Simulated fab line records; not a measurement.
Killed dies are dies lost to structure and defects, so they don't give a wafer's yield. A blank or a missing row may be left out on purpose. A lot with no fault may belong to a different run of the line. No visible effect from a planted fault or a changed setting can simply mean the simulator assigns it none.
fab line records | flow n5Finfet
record lots=24 wafers=72 lastDay=18
route steps=1938 shown BEOL_M3@950
lots that met no fault: from a run of the same line without faults
startH: start of the lot's first displayed wafer, in hours after the record's first day | waitH: hours from the lot's prior step to this one | " as in the row above | L1.1+2: a single row standing in for several wafers | - no value, or no start was given | * or withheld: withheld | < > ~ a bound
route shown NAME@n: a module of which the file shows steps, and the number in the route of the first | usual: mean and standard deviation over wafers with no fault | same: alike in all rows | chamber/n: place in a boat | sites: per-site readings | _std_site: standard deviation across them | _edge_site: the outer-site mean with the inner-site mean subtracted | radiusMm: how far each site lies from the wafer's centre | mask NAME#n: copy n | behind: tool/chamber where the wafer was last shaped | hold: cause of the lot's hold/its duration in hours/its outcome | device: the n, p or np transistor that did not switch | end of line: tests run on the same wafers once the route is complete | where a step has no rows: the recipe by itself | killed: count of dies lost to structure and defects at first sort (not the wafer's yield) | map: a wafer's dies, x killed, . not, _ none there
set.NAME: the setting that was run; set.NAME@STEP: the one run at that earlier step | model.NAME: the simulator's own value behind a step, which no gauge read
one table for each step of the route and one row for each wafer, over a sample of lots
services: when a tool's chamber went out of use (startH, in hours from the record's first day, below 0 if earlier), for how many hours, and the reason
## steps
# step N5_BEOL_M3_ETCH_64
# recipe chemistry=N2/H2 target=SOC targetDepthA=750 overetchA=150 maskMaterial=SiARC tempC=40 timeS=112.5 ionEnergyEv=200 pressureMtorr=30 sourceW=840 biasW=150 n2FlowSccm=200 h2FlowSccm=200
# usual drypumpMotorCurrentA=5.7/0.41 h2FlowSccm=200.0/0.56 oesProductAu=0.62/0.061 rfFwdPowerW=836.4/2.9 rfVppV=523.8/2.4 showerheadPlenumPTorr=2.54/0.078 throttleValvePct=17.83/0.24
# columns lot.wafer tool chamber startH waitH drypumpMotorCurrentA h2FlowSccm oesProductAu rfFwdPowerW rfHoursCounterH rfVppV showerheadPlenumPTorr throttleValvePct
L074.2 rieDiel-05 2 145.22 0.0 5.0 199.8 0.70 832.4 38 524.7 2.58 17.55
L074.3 " 3 " " 5.7 199.8 0.67 837.6 74 522.6 2.47 17.49
L074.6 " 1 " " 5.5 200.5 0.57 835.6 - 520.2 2.43 17.97
L075.1 rieDiel-06 3 146.43 0.0 5.2 199.4 0.60 841.0 152 527.2 2.65 17.55
L075.2 " 1 " " 5.8 199.6 0.58 837.8 141 520.6 2.44 17.87
L075.3 " 0 " " 5.7 199.5 0.56 838.8 231 526.9 2.63 17.78
L077.2 rieDiel-06 2 152.79 0.0 5.9 200.1 0.57 842.9 193 526.6 2.63 17.82
L077.3 " 1 " " 5.7 200.2 0.59 838.2 144 521.8 2.44 17.87
L077.4 " 0 " " 5.7 200.5 0.56 837.0 233 525.8 2.62 17.79
L076.1 rieDiel-05 1 154.56 0.0 5.5 199.3 0.57 835.2 178 520.2 2.43 17.98
L076.3 " 2 " " 5.1 199.8 0.70 834.1 43 525.3 2.58 17.55
L076.4 " 3 " " 5.7 200.2 0.67 832.7 78 521.1 2.47 17.49
L078.1 rieDiel-06 1 169.31 0.0 5.8 199.9 0.59 835.7 147 521.2 2.44 17.90
L078.2 " 2 " " 6.0 199.2 0.58 835.4 196 528.3 2.63 17.83
L078.5 " 3 " " 5.2 200.1 0.60 835.9 - 526.1 2.65 17.56
L080.1 rieDiel-06 0 173.62 0.0 5.7 199.7 0.55 836.9 238 525.1 2.62 17.80
L080.3 " 1 " " 5.8 200.0 0.59 840.8 148 521.2 2.44 17.88
L080.5 " 2 " " 5.9 199.7 0.56 835.5 - 526.6 2.63 17.83
L079.2 rieDiel-05 3 173.76 0.0 5.7 200.3 0.66 836.5 84 521.5 2.47 17.51
L079.4 " 2 " " 5.1 201.2 0.68 834.7 48 526.3 2.57 17.56
L079.5 " 1 " " 5.6 200.3 0.56 836.7 - 520.8 2.42 17.97
L081.2 rieDiel-05 0 179.52 0.0 6.0 200.6 0.58 834.2 193 526.5 2.63 18.25
L081.3 " 1 " " 5.5 200.8 0.55 838.3 186 518.9 2.42 17.99
L081.6 " 3 " " 5.7 200.5 0.66 836.1 - 520.8 2.47 17.50
L082.3 rieDiel-04 2 187.56 0.0 6.5 199.3 0.76 842.3 4 523.6 2.48 17.83
L082.4 " 1 " " 5.8 200.5 0.54 835.2 234 526.9 2.62 17.90
L082.5 " 3 " " 5.1 199.4 0.62 839.1 - 524.1 2.55 18.15
L083.3 rieDiel-05 2 193.18 0.0 5.1 200.6 0.68 831.2 54 525.0 2.57 17.57
L083.5 " 2 " " 5.1 200.5 0.68 834.7 - 524.6 2.57 17.57
L083.6 " 1 " " 5.6 200.3 0.57 839.0 - 520.8 2.42 18.00
L084.2 rieDiel-04 0 209.44 0.0 5.6 199.7 0.65 836.1 69 521.9 2.48 17.84
L084.5 " 2 " " 6.6 199.9 0.74 842.3 - 521.0 2.48 17.84
L084.6 " 3 " " 5.1 199.3 0.61 837.7 - 524.1 2.55 18.17
L086.1 rieDiel-04 1 213.20 0.0 5.9 200.2 0.53 833.4 241 526.3 2.61 17.92
L086.3 " 3 " " 5.1 200.2 0.61 833.8 153 524.2 2.55 18.16
L086.5 " 2 " " 6.5 200.4 0.73 837.3 - 522.9 2.48 17.84
L085.3 rieDiel-05 1 219.12 0.0 5.5 199.9 0.56 835.1 197 521.6 2.42 18.01
L085.4 " 3 " " 5.7 199.6 0.65 834.1 97 522.0 2.46 17.52
L085.6 " 0 " " 6.0 199.6 0.57 835.1 - 526.6 2.62 18.25
L087.2 rieDiel-05 2 223.25 0.0 5.1 200.0 0.68 831.8 64 525.0 2.57 17.60
L087.4 " 0 " " 6.0 200.2 0.57 838.6 206 527.8 2.62 18.26
L087.5 " 3 " " 5.7 200.7 0.65 838.3 - 522.5 2.46 17.53
L088.1 rieDiel-04 1 224.91 0.0 5.9 199.1 0.53 838.3 245 526.0 2.61 17.92
L088.2 " 2 " " 6.6 198.6 0.73 834.5 15 520.4 2.48 17.85
L088.4 " 0 " " 5.6 199.1 0.64 838.3 73 522.1 2.48 17.86
L089.1 rieDiel-04 1 232.11 0.0 5.9 200.3 0.53 838.7 247 524.5 2.61 17.92
L089.5 " 0 " " 5.6 198.4 0.64 840.5 - 522.7 2.48 17.87
L089.6 " 1 " " 5.9 200.8 0.53 839.0 - 525.0 2.61 17.93
L090.3 rieDiel-04 3 238.60 0.0 5.1 199.2 0.60 835.0 161 524.5 2.55 18.17
L090.5 " 2 " " 6.5 201.2 0.72 836.8 - 522.4 2.47 17.85
L090.6 " 1 " " 5.9 199.9 0.53 837.8 - 526.5 2.61 17.90
L091.1 rieDiel-05 2 239.62 0.0 5.1 200.3 0.66 834.1 67 524.0 2.57 17.61
L091.4 " 3 " " 5.7 199.6 0.64 837.0 104 522.2 2.46 17.55
L091.5 " 2 " " 5.1 199.4 0.67 834.4 - 525.6 2.57 17.60
L093.2 rieDiel-06 0 252.14 0.0 5.7 200.5 0.75 836.3 8 524.4 2.61 17.42
L093.3 " 3 " " 5.2 199.8 0.58 836.7 187 526.2 2.63 17.62
L093.4 " 2 " " 5.9 200.4 0.55 840.1 226 526.1 2.61 17.88
L092.4 rieDiel-04 3 256.79 0.1 5.1 200.0 0.60 832.5 - 522.9 2.54 18.17
L092.5 " 2 " " 6.5 199.5 0.71 838.8 - 522.4 2.47 17.86
L092.6 " 0 " " 5.6 199.2 0.64 840.7 - 519.8 2.47 17.88
L094.1 rieDiel-05 2 260.55 0.0 5.1 201.0 0.67 832.4 70 526.2 2.57 17.60
L094.4 " 1 " " 5.6 200.3 0.55 836.4 211 520.3 2.41 18.04
L094.5 " 0 " " 5.9 200.8 0.56 841.8 - 525.2 2.62 18.27
L095.2 rieDiel-04 3 283.52 0.0 5.1 200.2 0.59 831.0 177 523.7 2.54 18.21
L095.4 " 1 " " 5.9 199.3 0.75 839.7 5 525.5 2.61 17.45
L095.6 " 2 " " 6.6 199.7 0.71 833.4 - 521.1 2.47 17.88
L096.1 rieDiel-05 1 289.70 0.0 5.5 200.1 0.54 833.7 219 519.5 2.41 18.05
L096.5 " 2 " " 5.1 201.1 0.66 835.5 - 524.6 2.56 17.64
L096.6 " 3 " " 5.6 199.9 0.63 833.1 - 520.9 2.45 17.57
L097.1 rieDiel-06 1 293.75 0.0 5.8 199.7 0.56 829.8 185 520.6 2.42 17.95
L097.3 " 2 " " 6.0 199.5 0.55 837.5 237 526.5 2.61 17.91
L097.5 " 0 " " 5.7 200.2 0.73 833.7 - 525.0 2.61 17.45
# step N5_BEOL_M3_OVL_MEAS_29
# recipe pointsPerWafer=522
# usual V2_OVL=-0.5/0.61
# columns lot.wafer tool chamber startH waitH V2_OVL[nm]
L074.2 overlay-02 0 146.07 0.0 -0.4
L074.3 " 0 " " -0.1
L074.6 " 0 " " -0.5
L075.1 overlay-01 0 147.30 0.0 -0.7
L075.2 " 0 " " -0.6
L075.3 " 0 " " -1.4
L077.2 overlay-01 0 153.70 0.0 -0.3
L077.3 " 0 " " -0.3
L077.4 " 0 " " -1.5
L076.1 overlay-02 0 155.26 0.0 0.5
L076.3 " 0 " " 0.3
L076.4 " 0 " " -0.2
L078.1 overlay-02 0 170.19 0.0 0.3
L078.2 " 0 " " -0.3
L078.5 " 0 " " -0.2
L080.1 overlay-01 0 174.38 0.0 -1.4
L080.3 " 0 " " -1.5
L080.5 " 0 " " -1.5
L079.2 overlay-02 0 174.46 0.0 -0.1
L079.4 " 0 " " -0.8
L079.5 " 0 " " -0.5
L081.2 overlay-02 0 180.93 0.0 -0.6
L081.3 " 0 " " -0.5
L081.6 " 0 " " -0.9
L082.3 overlay-01 0 188.28 0.0 -1.2
L082.4 " 0 " " -0.7
L082.5 " 0 " " -1.0
L083.3 overlay-01 0 193.91 0.0 -0.6
L083.5 " 0 " " -0.3
L083.6 " 0 " " -0.1
L084.2 overlay-01 0 210.15 0.0 -0.3
L084.5 " 0 " " 0.4
L084.6 " 0 " " -0.4
L086.1 overlay-01 0 213.95 0.0 -0.6
L086.3 " 0 " " -0.8
L086.5 " 0 " " -0.8
L085.3 overlay-01 0 219.85 0.0 -0.4
L085.4 " 0 " " -0.2
L085.6 " 0 " " -0.1
L087.2 overlay-01 0 224.38 0.0 -0.1
L087.4 " 0 " " 0.2
L087.5 " 0 " " 0.2
L088.1 overlay-01 0 225.71 0.0 -1.5
L088.2 " 0 " " -0.8
L088.4 " 0 " " -1.4
L089.1 overlay-02 0 232.94 0.0 -0.1
L089.5 " 0 " " -0.7
L089.6 " 0 " " 0.5
L090.3 overlay-01 0 239.31 0.0 0.1
L090.5 " 0 " " -0.9
L090.6 " 0 " " -0.9
L091.1 overlay-01 0 240.32 0.0 -0.2
L091.4 " 0 " " 0.4
L091.5 " 0 " " -0.7
L093.2 overlay-01 0 252.85 0.0 -1.4
L093.3 " 0 " " -1.2
L093.4 " 0 " " -1.9
L092.4 overlay-01 0 257.46 0.0 0.6
L092.5 " 0 " " -0.2
L092.6 " 0 " " -0.3
L094.1 overlay-02 0 261.26 0.0 -0.5
L094.4 " 0 " " -1.6
L094.5 " 0 " " -1.4
L095.2 overlay-01 0 284.23 0.0 -0.3
L095.4 " 0 " " 0.5
L095.6 " 0 " " -0.3
L096.1 overlay-02 0 290.58 0.0 -1.4
L096.5 " 0 " " -1.1
L096.6 " 0 " " -0.4
L097.1 overlay-01 0 294.55 0.0 -0.4
L097.3 " 0 " " 0.1
L097.5 " 0 " " -0.1
# step N5_BEOL_M3_INSPECT_30
# recipe mode=adi inspectInstrument=brightfield
# usual rawDefectCount=392/90
# columns lot.wafer tool chamber startH waitH rawDefectCount
L074.2 defectInspect-01 - 146.12 0.0 528
L074.3 " - " " 466
L074.6 " - " " 444
L075.1 defectInspect-02 - 147.36 0.1 491
L075.2 " - " " 455
L075.3 " - " " 450
L077.2 defectInspect-02 - 153.76 0.0 312
L077.3 " - " " 477
L077.4 " - " " 417
L076.1 defectInspect-01 - 155.32 0.1 513
L076.3 " - " " 358
L076.4 " - " " 386
L078.1 defectInspect-01 - 170.25 0.1 391
L078.2 " - " " 558
L078.5 " - " " 589
L080.1 defectInspect-01 - 174.44 0.1 480
L080.3 " - " " 392
L080.5 " - " " 374
L079.2 defectInspect-02 - 174.51 0.0 391
L079.4 " - " " 487
L079.5 " - " " 522
L081.2 defectInspect-02 - 180.98 0.0 437
L081.3 " - " " 427
L081.6 " - " " 381
L082.3 defectInspect-02 - 188.32 0.0 290
L082.4 " - " " 373
L082.5 " - " " 356
L083.3 defectInspect-02 - 193.95 0.0 307
L083.5 " - " " 358
L083.6 " - " " 394
L084.2 defectInspect-01 - 210.20 0.0 233
L084.5 " - " " 287
L084.6 " - " " 242
L086.1 defectInspect-02 - 214.01 0.1 437
L086.3 " - " " 293
L086.5 " - " " 308
L085.3 defectInspect-02 - 219.90 0.0 385
L085.4 " - " " 361
L085.6 " - " " 381
L087.2 defectInspect-01 - 224.43 0.0 480
L087.4 " - " " 425
L087.5 " - " " 422
L088.1 defectInspect-01 - 225.76 0.1 445
L088.2 " - " " 260
L088.4 " - " " 369
L089.1 defectInspect-01 - 233.00 0.1 436
L089.5 " - " " 374
L089.6 " - " " 387
L090.3 defectInspect-02 - 239.36 0.0 408
L090.5 " - " " 494
L090.6 " - " " 573
L091.1 defectInspect-02 - 240.37 0.1 386
L091.4 " - " " 423
L091.5 " - " " 221
L093.2 defectInspect-01 - 252.90 0.0 177
L093.3 " - " " 354
L093.4 " - " " 261
L092.4 defectInspect-02 - 257.50 0.0 523
L092.5 " - " " 641
L092.6 " - " " 588
L094.1 defectInspect-02 - 261.31 0.1 271
L094.4 " - " " 368
L094.5 " - " " 381
L095.2 defectInspect-01 - 284.28 0.0 406
L095.4 " - " " 376
L095.6 " - " " 264
L096.1 defectInspect-01 - 290.64 0.1 332
L096.5 " - " " 393
L096.6 " - " " 268
L097.1 defectInspect-02 - 294.61 0.1 402
L097.3 " - " " 425
L097.5 " - " " 419
# step N5_BEOL_M3_STRIP_97
# recipe chemistry=N2/H2 timeS=10 powerW=450 tempC=40 pressureMtorr=20 rfFrequencyHz=6e+07 biasPowerW=7 n2FlowSccm=200 h2FlowSccm=200
# usual drypumpMotorCurrentA=5.7/0.38 h2FlowSccm=200.0/0.63 oesProductAu=0.76/0.084 rfVppV=59.3/0.88 showerheadPlenumPTorr=2.56/0.081 throttleValvePct=23.55/0.26
# columns lot.wafer tool chamber startH waitH drypumpMotorCurrentA h2FlowSccm oesProductAu rfHoursCounterH rfVppV showerheadPlenumPTorr throttleValvePct
L074.2 rieDiel-04 0 - - 5.6 200.3 0.84 51 58.8 2.48 23.66
L074.3 " 2 " " 6.5 200.1 0.65 296 60.3 2.48 24.05
L074.6 " 1 " " 5.9 199.9 0.68 - 59.0 2.62 23.54
L075.1 rieDiel-06 3 - - 5.2 200.3 0.75 153 60.1 2.64 23.16
L075.2 " 2 " " 5.9 200.0 0.72 191 58.8 2.63 23.53
L075.3 " 1 " " 5.8 199.1 0.74 142 58.9 2.43 23.59
L076.1 rieDiel-04 0 - - 5.6 199.5 0.85 53 57.3 2.48 23.66
L076.3 " 1 " " 5.9 200.3 0.68 228 58.3 2.62 23.55
L076.4 " 3 " " 5.1 199.7 0.78 - 59.5 2.55 24.01
L077.2 rieDiel-06 2 - - 5.9 199.5 0.72 194 59.4 2.62 23.53
L077.3 " 3 " " 5.2 200.7 0.76 156 60.1 2.64 23.16
L077.4 " 1 " " 5.8 199.8 0.74 145 58.9 2.43 23.58
L078.1 rieDiel-06 0 - - 5.8 198.9 0.70 238 58.9 2.62 23.55
L078.2 " 2 " " 6.0 200.1 0.72 198 59.2 2.62 23.54
L078.5 " 0 " " 5.7 198.7 0.70 - 59.3 2.62 23.57
L080.1 rieDiel-06 0 - - 5.7 200.8 0.70 240 58.1 2.62 23.55
L080.3 " 3 " " 5.2 199.1 0.74 162 58.0 2.64 23.15
L080.5 " 0 " " 5.7 201.1 0.70 - 60.5 2.62 23.55
L079.2 rieDiel-04 0 - - 5.6 200.2 0.84 59 59.7 2.48 23.66
L079.4 " 2 " " 6.6 200.7 1.00 - 59.5 2.48 23.66
L079.5 " 3 " " 5.1 199.4 0.78 - 60.6 2.55 24.01
L081.2 rieDiel-06 3 - - 5.2 199.6 0.76 163 61.7 2.64 23.18
L081.3 " 0 " " 5.7 200.0 0.70 242 60.6 2.62 23.55
L081.6 " 0 " " 5.8 200.0 0.70 - 58.2 2.62 23.57
L082.3 rieDiel-05 0 - - 6.0 200.1 0.71 196 59.2 2.62 24.05
L082.4 " 1 " " 5.6 200.3 0.71 188 58.8 2.42 23.84
L082.5 " 1 " " 5.5 199.9 0.71 - 59.5 2.42 23.84
L083.3 rieDiel-06 0 - - 5.7 200.7 0.69 247 58.2 2.61 23.56
L083.5 " 2 " " 6.0 200.4 0.71 - 59.0 2.62 23.55
L083.6 " 1 " " 5.8 200.2 0.73 - 58.5 2.43 23.60
L084.2 rieDiel-06 1 - - 5.8 199.8 0.73 160 59.9 2.43 23.60
L084.5 " 2 " " 5.9 200.2 0.70 - 59.5 2.62 23.56
L084.6 " 3 " " 5.2 200.7 0.74 - 59.9 2.64 23.18
L086.1 rieDiel-05 0 - - 6.0 200.2 0.71 204 60.0 2.62 24.05
L086.3 " 1 " " 5.5 199.2 0.70 196 57.8 2.41 23.84
L086.5 " 3 " " 5.7 199.9 0.82 - 58.7 2.46 23.29
L085.3 rieDiel-06 1 - - 5.8 199.9 0.73 162 58.3 2.43 23.61
L085.4 " 3 " " 5.2 200.1 0.74 - 59.9 2.63 23.20
L085.6 " 1 " " 5.8 199.9 0.74 - 59.0 2.43 23.62
L087.2 rieDiel-04 0 - - 5.6 199.9 0.82 73 58.7 2.47 23.69
L087.4 " 1 " " 5.9 199.8 0.68 245 60.4 2.61 23.56
L087.5 " 3 " " 5.1 199.7 0.77 - 59.2 2.54 24.04
L088.1 rieDiel-06 3 - - 5.2 200.2 0.74 180 59.6 2.63 23.20
L088.2 " 2 " " 5.9 199.5 0.69 219 59.7 2.61 23.57
L088.4 " 1 " " 5.7 201.6 0.72 166 58.5 2.42 23.62
L089.1 rieDiel-05 2 - - 5.1 200.6 0.86 67 60.5 2.56 23.30
L089.5 " 0 " " 6.0 200.6 0.71 - 57.8 2.62 24.08
L089.6 " 1 " " 5.5 199.7 0.71 - 58.6 2.41 23.87
L090.3 rieDiel-06 0 - - 5.8 199.5 0.96 5 60.3 2.61 23.28
L090.5 " 2 " " 6.0 199.0 0.70 - 57.8 2.61 23.56
L090.6 " 3 " " 5.2 200.2 0.73 - 58.4 2.63 23.19
L091.1 rieDiel-04 1 - - 5.9 200.3 0.67 250 58.5 2.61 23.56
L091.4 " 2 " " 6.5 200.4 0.92 20 59.4 2.47 23.70
L091.5 " 2 " " 6.5 200.2 0.93 - 60.0 2.47 23.72
L093.2 rieDiel-06 3 - - 5.2 201.0 0.73 190 59.6 2.63 23.21
L093.3 " 0 " " 5.8 199.5 0.95 11 60.4 2.61 23.28
L093.4 " 2 " " 5.9 199.7 0.70 229 58.9 2.61 23.57
L092.4 rieDiel-04 0 - - 5.6 200.1 0.80 90 57.7 2.47 23.72
L092.5 " 2 " " 6.5 199.6 0.90 - 60.0 2.46 23.72
L092.6 " 1 " " 5.9 200.1 0.99 - 59.1 2.61 23.14
L094.1 rieDiel-05 2 - - 5.1 200.4 0.84 73 59.1 2.56 23.30
L094.4 " 0 " " 6.0 199.5 0.70 222 58.7 2.61 24.09
L094.5 " 1 " " 5.5 200.3 0.70 - 60.1 2.41 23.88
L095.2 rieDiel-06 1 - - 5.8 199.6 0.71 182 59.4 2.42 23.64
L095.4 " 2 " " 6.0 199.5 0.70 235 58.8 2.61 23.59
L095.6 " 0 " " 5.7 200.7 0.93 - 57.3 2.61 23.29
L096.1 rieDiel-06 2 - - 5.9 200.2 0.69 239 59.2 2.60 23.61
L096.5 " 0 " " 5.7 201.4 0.92 - 58.6 2.60 23.32
L096.6 " 3 " " 5.2 199.0 0.72 - 59.1 2.62 23.22
L097.1 rieDiel-06 1 - - 5.8 200.6 0.71 187 59.5 2.42 23.63
L097.3 " 3 " " 5.2 199.3 0.72 202 61.5 2.62 23.24
L097.5 " 3 " " 5.2 199.6 0.72 - 58.9 2.62 23.23
# step N5_BEOL_M3_OCD_MEAS_38
# usual trenchDepthNm=55.2/0.86
# columns lot.wafer tool chamber startH waitH trenchDepthNm
L074.2 ocd-02 - 147.51 - 57.1
L074.3 " - " " 55.8
L074.6 " - " " 55.8
L075.1 ocd-02 - 148.22 - 54.8
L075.2 " - " " 55.2
L075.3 " - " " 55.1
L076.1 ocd-02 - 160.09 - 56.6
L076.3 " - " " 55.8
L076.4 " - " " 54.8
L077.2 ocd-01 - 160.12 - 54.3
L077.3 " - " " 55.6
L077.4 " - " " 55.2
L078.1 ocd-02 - 173.07 - 55.2
L078.2 " - " " 55.2
L078.5 " - " " 55.4
L080.1 ocd-02 - 177.89 - 55.9
L080.3 " - " " 54.3
L080.5 " - " " 54.6
L079.2 ocd-02 - 178.30 - 57.1
L079.4 " - " " 56.2
L079.5 " - " " 55.7
L081.2 ocd-01 - 182.06 - 56.1
L081.3 " - " " 56.6
L081.6 " - " " 55.5
L082.3 ocd-01 - 190.67 - 53.1
L082.4 " - " " 55.3
L082.5 " - " " 55.9
L083.3 ocd-02 - 199.09 - 55.7
L083.5 " - " " 54.8
L083.6 " - " " 54.8
L084.2 ocd-01 - 214.61 - 55.3
L084.5 " - " " 54.8
L084.6 " - " " 54.7
L086.1 ocd-02 - 215.35 - 53.3
L086.3 " - " " 56.0
L086.5 " - " " 54.9
L085.3 ocd-02 - 220.69 - 54.6
L085.4 " - " " 55.1
L085.6 " - " " 54.2
L087.2 ocd-01 - 225.53 - 56.3
L087.4 " - " " 54.8
L087.5 " - " " 54.9
L088.1 ocd-02 - 228.30 - 54.7
L088.2 " - " " 54.3
L088.4 " - " " 54.2
L089.1 ocd-02 - 238.14 - 54.6
L089.5 " - " " 53.7
L089.6 " - " " 55.1
L090.3 ocd-02 - 243.71 - 56.1
L090.5 " - " " 54.2
L090.6 " - " " 54.4
L091.1 ocd-02 - 243.81 - 54.3
L091.4 " - " " 56.3
L091.5 " - " " 56.5
L093.2 ocd-01 - 264.60 - 54.4
L093.3 " - " " 56.8
L093.4 " - " " 54.2
L092.4 ocd-01 - 268.94 - 55.7
L092.5 " - " " 56.5
L092.6 " - " " 55.8
L094.1 ocd-01 - 270.28 - 55.3
L094.4 " - " " 53.7
L094.5 " - " " 56.2
L095.2 ocd-01 - 287.31 - 55.3
L095.4 " - " " 55.3
L095.6 " - " " 57.4
L096.1 ocd-01 - 297.71 - 54.5
L096.5 " - " " 56.4
L096.6 " - " " 54.1
L097.1 ocd-01 - 298.71 - 55.1
L097.3 " - " " 55.1
L097.5 " - " " 55.6
# step N5_BEOL_M3_ANNEAL_91
# recipe tempC=400 timeS=240 ambient=vacuum
# usual heaterPowerW=833/86
# columns lot.wafer tool chamber startH waitH heaterPowerW
L074.2 pvdSputter-02 - 149.74 0.0 842
L074.3 " - " " 812
L074.6 " - " " 890
L075.1 pvdSputter-01 - 150.58 0.0 783
L075.2 " - " " 708
L075.3 " - " " 858
L076.1 pvdSputter-03 - 162.71 0.0 738
L076.3 " - " " 928
L076.4 " - " " 687
L077.2 pvdSputter-02 - 163.02 0.0 835
L077.3 " - " " 913
L077.4 " - " " 852
L078.1 pvdSputter-02 - 177.22 0.0 835
L078.2 " - " " 842
L078.5 " - " " 873
L080.1 pvdSputter-02 - 180.36 0.0 839
L080.3 " - " " 898
L080.5 " - " " 816
L079.2 pvdSputter-01 - 181.63 0.0 819
L079.4 " - " " 846
L079.5 " - " " 673
L081.2 pvdSputter-01 - 186.31 0.0 817
L081.3 " - " " 875
L081.6 " - " " 698
L082.3 pvdSputter-03 - 193.13 0.0 897
L082.4 " - " " 662
L082.5 " - " " 686
L083.3 pvdSputter-02 - 201.31 0.0 849
L083.5 " - " " 873
L083.6 " - " " 918
L084.2 pvdSputter-01 - 217.14 0.0 804
L084.5 " - " " 846
L084.6 " - " " 792
L086.1 pvdSputter-02 - 217.67 0.0 826
L086.3 " - " " 846
L086.5 " - " " 902
L085.3 pvdSputter-01 - 223.30 0.0 797
L085.4 " - " " 870
L085.6 " - " " 687
L087.2 pvdSputter-01 - 228.01 0.0 867
L087.4 " - " " 688
L087.5 " - " " 677
L088.1 pvdSputter-03 - 230.47 0.0 1000
L088.2 " - " " 918
L088.4 " - " " 765
L089.1 pvdSputter-02 - 242.30 0.0 880
L089.5 " - " " 904
L089.6 " - " " 843
L090.3 pvdSputter-02 - 246.00 0.0 798
L090.5 " - " " 896
L090.6 " - " " 797
L091.1 pvdSputter-03 - 246.35 0.0 996
L091.4 " - " " 736
L091.5 " - " " 683
L093.2 pvdSputter-02 - 266.61 0.0 889
L093.3 " - " " 807
L093.4 " - " " 852
L092.4 pvdSputter-03 - 271.93 0.0 667
L092.5 " - " " 683
L092.6 " - " " 982
L094.1 pvdSputter-03 - 274.09 0.0 658
L094.4 " - " " 987
L094.5 " - " " 976
L095.2 pvdSputter-02 - 289.70 0.0 824
L095.4 " - " " 834
L095.6 " - " " 895
L096.1 pvdSputter-02 - 300.40 0.0 874
L096.5 " - " " 908
L096.6 " - " " 836
L097.1 pvdSputter-03 - 301.21 0.0 989
L097.3 " - " " 753
L097.5 " - " " 882
## services
# columns tool chamber startH hours kind
rieDiel-05 0 149.24 2.4 repair
rieDiel-04 0 150.26 5.2 repair
rieDiel-04 2 155.76 - clean
rieDiel-04 2 155.76 - consumableReplace:esc
rieDiel-04 2 155.76 - consumableReplace:focusRing
rieDiel-04 2 155.76 18.5 scheduledDown
rieDiel-04 2 155.76 18.5 ventCycle
rieDiel-06 1 175.19 8.7 repair
rieDiel-06 0 208.32 - clean
rieDiel-06 0 208.32 - consumableReplace:focusRing
rieDiel-06 0 208.32 17.7 scheduledDown
rieDiel-06 0 208.32 17.7 ventCycle
rieDiel-04 1 244.83 - clean
rieDiel-04 1 244.83 - consumableReplace:focusRing
rieDiel-04 1 244.83 22.6 scheduledDown
rieDiel-04 1 244.83 22.6 ventCycle
rieDiel-04 - 284.96 14.6 pm
## key
fault none
